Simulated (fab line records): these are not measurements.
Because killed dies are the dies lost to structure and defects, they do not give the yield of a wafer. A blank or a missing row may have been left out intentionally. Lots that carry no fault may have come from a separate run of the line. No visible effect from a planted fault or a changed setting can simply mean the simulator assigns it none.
One fault seen from 2 desks + flow nand harc + numbers are kept per desk, each desk with only its own; the story behind them comes last

== THE TOOL OWNER'S DESK: pecvd-01 ==
The tool's own readings at NHARC_A_STAIRCASE_DEP_322 (deposits SiO2, target thk 3800 nm): means of the sampled wafers that have a number, for each lot that ran on this tool. A lot is out of limits, marked OUT, if its mean lies more than 4 standard deviations from the usual mean; the brackets give that distance.
Columns: A = heater power w at NHARC_A_STAIRCASE_DEP_322, usual 684 W; B = mfc precursor sccm at NHARC_A_STAIRCASE_DEP_322, usual 199.9 sccm
| lot  | first seen here | A   | B     |
|------|-----------------|-----|-------|
| L784 | day 12 17:50    | 749 | 199.8 |
| L787 | day 14 00:57    | 739 | 199.7 |
| L792 | day 15 00:10    | 840 | 200.5 |
| L800 | day 16 23:37    | 729 | 200.2 |
| L799 | day 17 00:11    | 779 | 199.5 |
Result from this desk: across the 5 lots, nothing is out of limits.

== METROLOGY DESK ==
Lot by lot, what the gauges showed, no matter which tool ran the lot: averages of those sampled wafers that carry a number. A lot is out of limits, marked OUT, if its mean lies more than 4 standard deviations from the usual mean; the brackets give that distance.
Columns: A = thk nm at NHARC_THIN_TSV_THK_MEAS_02, usual 3036 nm; B = cd nm at NHARC_THIN_TSV_CD_MEAS_33, usual 5000.1 nm
| lot  | first seen here | A    | B      |
|------|-----------------|------|--------|
| L784 | day 18 22:59    | 2907 | 4998.0 |
| L783 | day 19 00:13    | 3014 | 5000.6 |
| L785 | day 19 01:25    | 3150 | 5001.9 |
| L787 | day 19 10:56    | 2892 | 5002.9 |
| L789 | day 20 09:46    | 3419 | 5000.1 |
| L792 | day 20 12:10    | 2965 | 5003.4 |
| L791 | day 20 14:05    | 2872 | 4999.8 |
| L790 | day 20 15:18    | 3036 | 4999.8 |
| L794 | day 21 13:38    | 2756 | 5004.2 |
| L800 | day 22 21:50    | 2977 | 4997.0 |
| L799 | day 23 02:08    | 2842 | 4997.0 |
| L805 | day 23 13:37    | 3114 | 4998.3 |
| L804 | day 24 01:58    | 3126 | 4999.6 |
| L806 | day 24 06:57    | 3182 | 4998.9 |
Result from this desk: across the 14 lots, nothing is out of limits.

== ALL TOGETHER ==
The desk of the tool owner found nothing out of limits.
Metrology desk: nothing out of limits seen.

== WHAT THE SIMULATOR PUT IN ==
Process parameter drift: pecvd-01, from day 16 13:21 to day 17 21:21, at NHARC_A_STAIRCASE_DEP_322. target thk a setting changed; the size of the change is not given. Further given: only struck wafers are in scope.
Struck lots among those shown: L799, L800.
